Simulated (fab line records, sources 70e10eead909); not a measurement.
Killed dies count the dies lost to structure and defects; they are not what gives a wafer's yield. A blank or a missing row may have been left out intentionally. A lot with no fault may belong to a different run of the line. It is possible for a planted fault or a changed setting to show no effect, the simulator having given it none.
fab line records ; flow nand_harc
[record] lots = 7; wafers = 20; last_day = 33
route steps=1302 shown A_SGD_CUT@901
lots that met no fault: taken from a fault-free run of the same line
start_h: hours from the record's first day to the start of the lot's first wafer shown ; wait_h: hours from the lot's prior step to this one ; " repeats the value in the row above ; L1.1+2: one row covering several wafers at once ; - value missing, or start not given ; * or withheld: withheld ; < > ~ a bound
route shown NAME@n: names a module that has steps shown in the file, with the first one's number in the route ; usual: average and standard deviation across the fault-free wafers ; same: alike in all rows ; chamber/n: place in a boat ; sites: each site's reading ; _std_site: their standard deviation ; _edge_site: outer sites' mean less inner sites' ; radius_mm: how far each site lies from the wafer's centre ; mask NAME#n: copy n ; behind: the tool/chamber that last shaped the wafer ; hold: why the lot was held/for how many hours/how that ended ; device: transistor that didn't switch, given as n, p or np ; end of line: the tests these same wafers got at the end of their route ; for a step that has no rows: nothing shown but its recipe ; killed: count of dies lost to structure and defects at first sort (not the wafer's yield) ; map: dies across one wafer; x = killed, . = not, _ = none there
set.NAME: the setting the step ran with; set.NAME@STEP: the setting that earlier step ran with ; model.NAME: the simulator's own value behind a step, which no gauge read
lots seen at some steps along the route; tables by step, rows by wafer
services: the hour from which a tool's chamber was out of use, counted from the record's first day as start_h (under 0 if before that day), plus the number of hours and why
[[steps]]
[step NHARC_A_SGD_CUT_CD_MEAS_09]
[recipe] target_cd_nm = 100; landing_energy_ev = 500
[usual] cd_nm = 100.0/0.62
[same] landing_energy_ev = 500
lot.wafer;tool;chamber;start_h;wait_h;cd_nm
L718.1;cd_sem-03;0;431.12;-;98.8
L718.4;cd_sem-03;0;431.12;-;99.3
L718.6;cd_sem-03;0;431.12;-;99.2
L721.1;cd_sem-01;0;449.26;-;99.9
L721.3;cd_sem-01;0;449.26;-;100.9
L721.4;cd_sem-01;0;449.26;-;99.7
L729.2;cd_sem-01;0;546.29;-;100.1
L729.4;cd_sem-01;0;546.29;-;99.9
L729.5;cd_sem-01;0;546.29;-;99.9
L736.1;cd_sem-01;0;615.77;-;99.7
L736.2;cd_sem-01;0;615.77;-;99.9
L737.2;cd_sem-03;0;627.06;-;100.2
L737.5;cd_sem-03;0;627.06;-;101.3
L737.6;cd_sem-03;0;627.06;-;100.0
L739.1;cd_sem-03;0;647.76;-;101.3
L739.2;cd_sem-03;0;647.76;-;100.8
L739.3;cd_sem-03;0;647.76;-;99.7
L741.1;cd_sem-03;0;672.36;-;100.7
L741.4;cd_sem-03;0;672.36;-;100.5
L741.6;cd_sem-03;0;672.36;-;100.2
[step NHARC_A_SGD_CUT_OVL_MEAS_10]
[usual] overlay_x_nm = 0.1/0.66; overlay_y_nm = 0.2/1
lot.wafer;tool;chamber;start_h;wait_h;overlay_x_nm;overlay_y_nm
L718.1;overlay-01;-;431.21;-;0.1;0.2
L718.4;overlay-01;-;431.21;-;-0.1;0.8
L718.6;overlay-01;-;431.21;-;0.4;-0.2
L721.1;overlay-01;-;449.35;-;1.4;1.7
L721.3;overlay-01;-;449.35;-;1.3;1.6
L721.4;overlay-01;-;449.35;-;0.6;1.3
L729.2;overlay-02;-;546.38;-;0.6;1.2
L729.4;overlay-02;-;546.38;-;0.8;0.8
L729.5;overlay-02;-;546.38;-;0.8;1.0
L736.1;overlay-01;-;615.86;-;0.6;-1.1
L736.2;overlay-01;-;615.86;-;-0.3;-0.9
L737.2;overlay-02;-;627.15;-;0.7;-1.3
L737.5;overlay-02;-;627.15;-;0.0;-0.4
L737.6;overlay-02;-;627.15;-;0.1;-1.4
L739.1;overlay-02;-;647.85;-;-1.0;-0.7
L739.2;overlay-02;-;647.85;-;-0.5;-0.1
L739.3;overlay-02;-;647.85;-;-1.3;-0.2
L741.1;overlay-02;-;672.45;-;-0.3;0.7
L741.4;overlay-02;-;672.45;-;-0.3;1.4
L741.6;overlay-02;-;672.45;-;0.3;0.9
[step NHARC_A_SGD_CUT_INSPECT_11]
[usual] raw_defect_count = 63/23
lot.wafer;tool;chamber;start_h;wait_h;raw_defect_count
L718.1;defect_inspect-02;-;431.25;0.0;64
L718.4;defect_inspect-02;-;431.25;0.0;63
L718.6;defect_inspect-02;-;431.25;0.0;69
L721.1;defect_inspect-02;-;449.39;0.0;86
L721.3;defect_inspect-02;-;449.39;0.0;73
L721.4;defect_inspect-02;-;449.39;0.0;62
L729.2;defect_inspect-01;-;546.41;0.0;11
L729.4;defect_inspect-01;-;546.41;0.0;15
L729.5;defect_inspect-01;-;546.41;0.0;12
L736.1;defect_inspect-02;-;615.90;0.0;20
L736.2;defect_inspect-02;-;615.90;0.0;18
L737.2;defect_inspect-01;-;627.19;0.0;83
L737.5;defect_inspect-01;-;627.19;0.0;85
L737.6;defect_inspect-01;-;627.19;0.0;76
L739.1;defect_inspect-01;-;647.89;0.0;74
L739.2;defect_inspect-01;-;647.89;0.0;93
L739.3;defect_inspect-01;-;647.89;0.0;65
L741.1;defect_inspect-02;-;672.48;0.0;61
L741.4;defect_inspect-02;-;672.48;0.0;71
L741.6;defect_inspect-02;-;672.48;0.0;65
[step NHARC_A_SGD_CUT_DESCUM_14]
[recipe] time_s = 3; o2_flow_sccm = 200; ar_flow_sccm = 0; bias_power_w = 0; chemistry = O2
[step NHARC_A_SGD_CUT_ETCH_58]
[recipe] target_depth_a = 390; over_etch_frac = 0.3; time_s = 65; ion_energy_ev = 80; cf4_flow_sccm = 150; ar_flow_sccm = 0; rf_w = 300; bias_w = 100; chemistry = CF4
[usual] drypump_motor_current_A = 5.5/0.54; oes_product_au = 0.999/0.011; rf_vpp_V = 151.0/1.1; showerhead_plenum_p_Torr = 1.75/0.066; throttle_valve_pct = 13.284/0.0091
lot.wafer;tool;chamber;start_h;wait_h;drypump_motor_current_A;oes_product_au;rf_hours_counter_h;rf_vpp_V;showerhead_plenum_p_Torr;throttle_valve_pct
L718.1;rie_diel-06;2;431.41;0.1;4.7;0.988;11;149.2;1.73;13.281
L718.4;rie_diel-06;3;431.41;0.1;5.5;1.000;9;151.0;1.86;13.293
L718.6;rie_diel-06;1;431.41;0.1;5.7;1.023;-;151.0;1.73;13.275
L721.1;rie_diel-06;1;449.53;0.1;5.7;1.014;12;151.9;1.73;13.283
L721.4;rie_diel-06;3;449.53;0.1;5.5;0.985;11;151.3;1.86;13.289
L721.3;rie_diel-06;0;449.53;0.1;6.1;0.985;12;149.5;1.66;13.281
L729.4;rie_diel-02;1;546.56;0.1;5.2;0.987;9;149.7;1.66;13.268
L729.2;rie_diel-02;3;546.56;0.1;6.3;0.993;10;153.5;1.80;13.293
L729.5;rie_diel-02;1;546.56;0.1;5.2;0.987;-;150.7;1.66;13.284
L736.1;rie_diel-08;0;616.05;0.1;6.3;0.999;3;151.2;1.76;13.279
L736.2;rie_diel-08;2;616.05;0.1;4.9;0.986;3;151.2;1.70;13.288
L737.2;rie_diel-06;1;627.33;0.1;5.7;1.008;10;151.2;1.72;13.281
L737.6;rie_diel-06;1;627.33;0.1;5.7;0.993;-;152.0;1.72;13.281
L737.5;rie_diel-06;2;627.33;0.1;4.8;1.000;-;150.4;1.72;13.282
L739.2;rie_diel-02;3;648.03;0.1;6.3;0.977;3;151.9;1.80;13.284
L739.1;rie_diel-02;0;648.03;0.1;5.7;0.998;4;149.7;1.67;13.300
L739.3;rie_diel-02;2;648.03;0.1;5.8;0.992;4;151.1;1.82;13.284
L741.1;rie_diel-08;0;672.63;0.1;6.3;0.990;5;151.5;1.76;13.277
L741.4;rie_diel-08;2;672.63;0.1;4.9;0.997;5;151.0;1.70;13.289
L741.6;rie_diel-08;0;672.63;0.1;6.3;0.994;-;152.7;1.76;13.294
[step NHARC_A_SGD_CUT_ETCH_59]
[recipe] target_depth_a = 2600; over_etch_frac = 0.25; time_s = 406.25; ion_energy_ev = 200; n2_flow_sccm = 150; h2_flow_sccm = 150; ar_flow_sccm = 0; rf_w = 400; bias_w = 150; chemistry = N2/H2
[usual] drypump_motor_current_A = 5.6/0.54; n2_flow_sccm = 150.0/0.4; oes_product_au = 0.999/0.011; rf_vpp_V = 429.7/2.4; showerhead_plenum_p_Torr = 2.01/0.084; throttle_valve_pct = 14.172/0.009
lot.wafer;tool;chamber;start_h;wait_h;drypump_motor_current_A;n2_flow_sccm;oes_product_au;rf_hours_counter_h;rf_vpp_V;showerhead_plenum_p_Torr;throttle_valve_pct
L718.1;rie_diel-06;3;-;-;5.5;149.6;0.995;9;432.3;2.15;14.181
L718.4;rie_diel-06;0;-;-;6.1;149.2;0.999;10;426.5;1.91;14.172
L718.6;rie_diel-06;3;-;-;5.5;149.4;0.998;-;432.9;2.15;14.179
L721.3;rie_diel-06;0;-;-;6.1;149.3;0.999;12;425.3;1.91;14.175
L721.4;rie_diel-06;1;-;-;5.7;150.6;1.019;13;429.2;1.98;14.178
L721.1;rie_diel-06;2;-;-;4.7;149.8;0.995;13;429.0;1.98;14.186
L729.2;rie_diel-02;1;-;-;5.2;149.7;0.997;9;427.3;1.91;14.191
L729.4;rie_diel-02;2;-;-;5.7;150.4;0.990;9;432.7;2.11;14.177
L729.5;rie_diel-02;0;-;-;5.7;150.2;1.000;-;429.1;1.92;14.159
L736.1;rie_diel-08;0;-;-;6.3;149.8;0.997;3;429.2;2.03;14.170
L736.2;rie_diel-08;1;-;-;4.9;149.3;1.009;3;429.9;2.01;14.167
L737.2;rie_diel-06;1;-;-;5.7;149.9;1.013;10;429.1;1.98;14.182
L737.6;rie_diel-06;2;-;-;4.7;150.5;1.006;-;429.4;1.98;14.177
L737.5;rie_diel-06;3;-;-;5.5;150.0;0.996;-;434.3;2.15;14.174
L739.3;rie_diel-02;2;-;-;5.8;149.5;0.991;4;433.7;2.11;14.158
L739.1;rie_diel-02;3;-;-;6.3;150.1;0.978;3;430.8;2.08;14.180
L739.2;rie_diel-02;0;-;-;5.7;150.6;1.003;4;429.1;1.92;14.167
L741.1;rie_diel-08;1;-;-;5.0;149.8;1.014;5;429.3;2.01;14.178
L741.4;rie_diel-08;2;-;-;4.9;150.1;0.987;5;427.9;1.96;14.187
L741.6;rie_diel-08;2;-;-;4.9;150.6;0.992;-;428.2;1.96;14.174
[step NHARC_A_SGD_CUT_ETCH_15]
[recipe] target_depth_a = 750; time_s = 64.3; ch3f_flow_sccm = 50; o2_flow_sccm = 30; ar_flow_sccm = 200; rf_w = 500; bias_w = 100; chemistry = CH3F/O2
[usual] ch3f_flow_sccm = 50.00/0.16; drypump_motor_current_A = 5.6/0.53; oes_product_au = 0.961/0.018; rf_vpp_V = 263.5/1.7; showerhead_plenum_p_Torr = 2.44/0.1; throttle_valve_pct = 20.662/0.0098
lot.wafer;tool;chamber;start_h;wait_h;ch3f_flow_sccm;drypump_motor_current_A;oes_product_au;rf_hours_counter_h;rf_vpp_V;showerhead_plenum_p_Torr;throttle_valve_pct
L718.1;rie_diel-06;0;-;-;50.31;6.1;0.952;10;260.2;2.31;20.681
L718.4;rie_diel-06;1;-;-;49.86;5.7;0.993;10;262.1;2.40;20.654
L718.6;rie_diel-06;1;-;-;49.91;5.7;1.000;-;261.7;2.40;20.650
L721.3;rie_diel-06;2;-;-;50.29;4.7;0.957;13;262.9;2.39;20.664
L721.1;rie_diel-06;3;-;-;49.86;5.5;0.963;11;265.9;2.58;20.660
L721.4;rie_diel-06;1;-;-;49.73;5.7;0.998;13;263.2;2.40;20.661
L729.4;rie_diel-02;3;-;-;50.07;6.3;0.958;10;265.6;2.50;20.669
L729.2;rie_diel-02;0;-;-;50.03;5.7;0.966;8;261.6;2.32;20.660
L729.5;rie_diel-02;3;-;-;50.08;6.3;0.953;-;264.7;2.50;20.678
L736.1;rie_diel-08;3;-;-;50.15;5.9;0.965;3;265.1;2.61;20.665
L736.2;rie_diel-08;2;-;-;50.27;4.9;0.974;3;263.5;2.37;20.660
L737.2;rie_diel-06;1;-;-;50.11;5.7;0.966;10;261.9;2.39;20.660
L737.5;rie_diel-06;1;-;-;50.09;5.7;0.955;-;262.0;2.39;20.648
L737.6;rie_diel-06;2;-;-;49.96;4.8;0.962;-;262.7;2.39;20.655
L739.3;rie_diel-02;0;-;-;50.23;5.7;0.957;4;261.1;2.32;20.657
L739.2;rie_diel-02;2;-;-;49.97;5.7;0.971;4;265.6;2.53;20.650
L739.1;rie_diel-02;3;-;-;50.08;6.3;0.932;3;263.1;2.50;20.667
L741.1;rie_diel-08;0;-;-;50.09;6.3;0.947;5;263.1;2.44;20.675
L741.4;rie_diel-08;2;-;-;50.15;4.9;0.967;6;261.5;2.36;20.662
L741.6;rie_diel-08;3;-;-;49.94;5.9;0.961;-;265.5;2.60;20.654
[step NHARC_A_SGD_CUT_ETCH_16]
[recipe] target_depth_a = 3105; time_s = 155.2; c4f8_flow_sccm = withheld; o2_flow_sccm = 8; ar_flow_sccm = withheld; rf_w = 600; bias_w = 800; chemistry = C4F8/O2/Ar
[usual] oes_product_au = 0.972/0.014; rf_vpp_V = 722/4.1
lot.wafer;tool;chamber;start_h;wait_h;oes_product_au;rf_hours_counter_h;rf_vpp_V
L718.4;rie_diel-06;0;-;-;0.972;10;717
L718.1;rie_diel-06;1;-;-;1.007;11;721
L718.6;rie_diel-06;3;-;-;0.965;-;729
L721.1;rie_diel-06;0;-;-;0.970;12;718
L721.4;rie_diel-06;2;-;-;0.969;13;722
L721.3;rie_diel-06;3;-;-;0.970;11;727
L729.4;rie_diel-02;0;-;-;0.971;8;718
L729.2;rie_diel-02;1;-;-;0.974;9;716
L729.5;rie_diel-02;1;-;-;0.978;-;716
L736.2;rie_diel-08;0;-;-;0.963;3;722
L736.1;rie_diel-08;1;-;-;0.965;3;722
L737.2;rie_diel-06;3;-;-;0.979;9;728
L737.5;rie_diel-06;2;-;-;0.964;-;720
L737.6;rie_diel-06;3;-;-;0.981;-;728
L739.3;rie_diel-02;0;-;-;0.979;4;717
L739.1;rie_diel-02;2;-;-;0.980;4;726
L739.2;rie_diel-02;3;-;-;0.955;4;725
L741.4;rie_diel-08;3;-;-;0.968;5;729
L741.1;rie_diel-08;2;-;-;0.970;6;721
L741.6;rie_diel-08;3;-;-;0.967;-;729
[step NHARC_A_SGD_CUT_STRIP_60]
[recipe] c4f8_flow_sccm = withheld; o2_flow_sccm = 8; ar_flow_sccm = withheld; bias_w = 0; chemistry = C4F8/O2/Ar
[step NHARC_A_SGD_CUT_STRIP_17]
[recipe] o2_flow_sccm = 500; ar_flow_sccm = 0; bias_w = 0; chemistry = O2
[usual] drypump_motor_current_A = 5.6/0.55; oes_product_au = 1.000/0.011; rf_vpp_V = 57.7/1.1; showerhead_plenum_p_Torr = 3.50/0.14; throttle_valve_pct = 17.037/0.0088
lot.wafer;tool;chamber;start_h;wait_h;drypump_motor_current_A;oes_product_au;rf_hours_counter_h;rf_vpp_V;showerhead_plenum_p_Torr;throttle_valve_pct
L718.4;rie_diel-06;0;-;-;6.1;1.000;10;59.1;3.32;17.032
L718.1;rie_diel-06;3;-;-;5.5;0.998;9;59.2;3.70;17.040
L718.6;rie_diel-06;1;-;-;5.7;1.024;-;57.5;3.44;17.039
L721.3;rie_diel-06;0;-;-;6.1;0.993;12;57.6;3.32;17.047
L721.1;rie_diel-06;1;-;-;5.7;1.023;13;57.6;3.44;17.031
L721.4;rie_diel-06;2;-;-;4.7;0.995;13;54.8;3.44;17.049
L729.2;rie_diel-02;0;-;-;5.7;1.004;8;58.4;3.34;17.045
L729.4;rie_diel-02;1;-;-;5.2;0.991;9;55.7;3.32;17.028
L729.5;rie_diel-02;3;-;-;6.3;0.994;-;58.2;3.59;17.040
L736.1;rie_diel-08;1;-;-;5.0;1.001;3;57.9;3.48;17.034
L736.2;rie_diel-08;2;-;-;4.9;0.979;4;57.1;3.40;17.014
L737.2;rie_diel-06;2;-;-;4.8;1.006;10;58.4;3.43;17.042
L737.5;rie_diel-06;0;-;-;6.1;1.007;-;58.5;3.31;17.048
L737.6;rie_diel-06;1;-;-;5.7;1.008;-;56.9;3.43;17.025
L739.1;rie_diel-02;1;-;-;5.3;0.994;4;56.1;3.31;17.030
L739.3;rie_diel-02;2;-;-;5.7;0.994;4;58.4;3.63;17.038
L739.2;rie_diel-02;0;-;-;5.7;1.001;4;56.9;3.33;17.036
L741.1;rie_diel-08;1;-;-;4.9;1.008;5;57.4;3.48;17.056
L741.4;rie_diel-08;2;-;-;4.9;0.990;6;57.8;3.40;17.028
L741.6;rie_diel-08;3;-;-;5.9;0.989;-;58.4;3.73;17.039
[step NHARC_A_SGD_CUT_PRECLEAN_18]
[recipe] time_s = *; temp_c = 50; bath_age_min = 0; chemistry = SC1
[step NHARC_A_SGD_CUT_SRD_19]
[step NHARC_A_SGD_CUT_DEP_20]
[recipe] target_thk_a = 1500; temp_c = 65; material = SiO2
lot.wafer;tool;chamber;start_h;wait_h
L718.1+4+6;fcvd-01;0,0,1;432.43;-
L721.1+4+3;fcvd-01;1,1,0;450.77;-
L729.2+4+5;fcvd-02;0;547.59;-
L736.1+2;fcvd-02;1;617.07;-
L737.2+5+6;fcvd-02;1;628.50;-
L739.2+1+3;fcvd-02;0,1,0;649.08;-
L741.1+4+6;fcvd-01;1;673.66;-
[step NHARC_A_SGD_CUT_ANNEAL_27]
[recipe] temp_c = 450; time_s = 1800
[step NHARC_A_SGD_CUT_CMP_21]
[recipe] target_thk_nm = 148.19
[usual] edge_zone_pressure_frac = 1.000/0.0051; motor_current_A = 12.2/1.4; retaining_ring_pressure_frac = 1.000/0.005; time_to_endpoint_s = 50/3.1
lot.wafer;tool;chamber;start_h;wait_h;edge_zone_pressure_frac;motor_current_A;retaining_ring_pressure_frac;time_to_endpoint_s
L718.4;cmp-02;3;439.69;0.4;1.006;12.0;1.000;50
L718.1;cmp-02;0;439.69;0.4;0.999;10.4;0.990;51
L718.6;cmp-02;3;439.69;0.4;0.995;12.1;0.997;50
L721.4;cmp-02;2;455.07;0.5;1.001;13.2;0.997;50
L721.1;cmp-02;3;455.07;0.5;0.998;12.1;0.995;47
L721.3;cmp-02;1;455.07;0.5;1.004;11.0;1.000;46
L729.4;cmp-01;1;554.86;0.4;1.005;12.2;0.997;45
L729.2;cmp-01;2;554.86;0.4;0.997;13.7;1.008;50
L729.5;cmp-01;3;554.86;0.4;1.001;11.1;1.004;47
L736.1;cmp-02;3;623.44;0.4;0.998;12.6;0.995;31
L736.2;cmp-02;1;623.44;0.4;1.007;11.0;1.012;28
L737.2;cmp-04;0;633.46;0.4;1.006;11.4;1.006;24
L737.6;cmp-04;1;633.46;0.4;0.996;11.2;0.998;44
L737.5;cmp-04;2;633.46;0.4;1.006;14.5;1.006;47
L739.2;cmp-02;3;654.27;0.4;0.995;11.4;1.000;27
L739.3;cmp-02;0;654.27;0.4;1.011;10.9;0.995;51
L739.1;cmp-02;1;654.27;0.4;0.997;11.3;0.995;29
L741.1;cmp-04;0;678.43;0.4;1.001;11.2;0.996;49
L741.4;cmp-04;3;678.43;0.4;0.998;10.7;0.998;51
L741.6;cmp-04;0;678.43;0.4;1.000;12.4;0.996;50
[step NHARC_A_SGD_CUT_THK_MEAS_22]
[recipe] thk_meas_gauge = ellipsometry
[usual] thk_nm = 148.4/1.4
lot.wafer;tool;chamber;start_h;wait_h;thk_nm
L718.1;film_metro-01;-;439.92;0.2;148.5
L718.4;film_metro-01;-;439.92;0.2;147.4
L718.6;film_metro-01;-;439.92;0.2;148.4
L721.1;film_metro-01;-;455.32;0.2;147.3
L721.3;film_metro-01;-;455.32;0.2;147.8
L721.4;film_metro-01;-;455.32;0.2;147.3
L729.2;film_metro-02;-;555.07;0.2;149.7
L729.4;film_metro-02;-;555.07;0.2;148.0
L729.5;film_metro-02;-;555.07;0.2;145.6
L736.1;film_metro-01;-;623.67;0.2;84.8
L736.2;film_metro-01;-;623.67;0.2;85.7
L737.2;film_metro-01;-;633.64;0.2;85.6
L737.5;film_metro-01;-;633.64;0.2;147.1
L737.6;film_metro-01;-;633.64;0.2;148.0
L739.1;film_metro-02;-;654.50;0.2;86.7
L739.2;film_metro-02;-;654.50;0.2;87.9
L739.3;film_metro-02;-;654.50;0.2;147.4
L741.1;film_metro-02;-;678.69;0.2;147.1
L741.4;film_metro-02;-;678.69;0.2;149.0
L741.6;film_metro-02;-;678.69;0.2;147.8
[step NHARC_A_SGD_CUT_SRD_23]
[[services]]
tool;chamber;start_h;hours;kind
cmp-02;-;428.81;4.0;pm
rie_diel-06;3;438.07;4.1;repair
fcvd-02;-;450.00;13.0;pm
fcvd-01;1;454.47;10.7;repair
rie_diel-02;0;471.69;5.7;repair
rie_diel-06;-;484.23;9.0;pm
rie_diel-06;-;493.27;5.6;repair
rie_diel-06;1;504.30;4.9;repair
rie_diel-08;3;508.41;3.5;repair
rie_diel-06;-;523.55;0.5;repair
fcvd-01;0;523.84;5.3;repair
rie_diel-02;0;526.22;5.4;repair
cmp-02;-;526.81;4.0;pm
rie_diel-08;-;544.80;9.0;pm
fcvd-01;-;547.00;13.0;pm
rie_diel-02;-;570.70;9.0;pm
fcvd-01;0;578.93;9.4;repair
rie_diel-06;3;598.50;14.2;repair
fcvd-02;0;611.72;35.7;repair
cmp-02;-;624.81;4.0;pm
fcvd-02;-;631.00;13.0;pm
rie_diel-06;-;651.01;0.7;repair
rie_diel-06;-;661.23;9.0;pm
rie_diel-08;-;665.12;1.3;repair
[[key]]
[first_sign] step = NHARC_A_SGD_CUT_CMP_21; reading = time_to_endpoint_s; direction = down; sigmas = 7.4; usual = *; struck = *
[effect] step = NHARC_A_SGD_CUT_THK_MEAS_22; reading = thk_nm; direction = down; sigmas = 44; usual = 148.4; struck = 86.2
met_at NHARC_A_SGD_CUT_DEP_20
struck_wafers L736.1,L736.2,L737.2,L739.1,L739.2
tester_left_out L736,L737,L739
onset_between 547.59 617.07
[fault] kind = process_parameter_drift; tool = fcvd-02; chamber = -; onset_h = 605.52; steps = NHARC_A_SGD_CUT_DEP_20; channel = target_thk_a; offset = *; shape = step; end_h = 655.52; scope = struck_wafers_only; acts_in = *; stated = *
// tester_left_out: of these lots the tester's yield and bins aren't shown, on N5 and GAA mostly nor the transistor test; their killed dies are dies lost to structure and defects alone, not to doping, threshold or leakage, so they don't give the yield
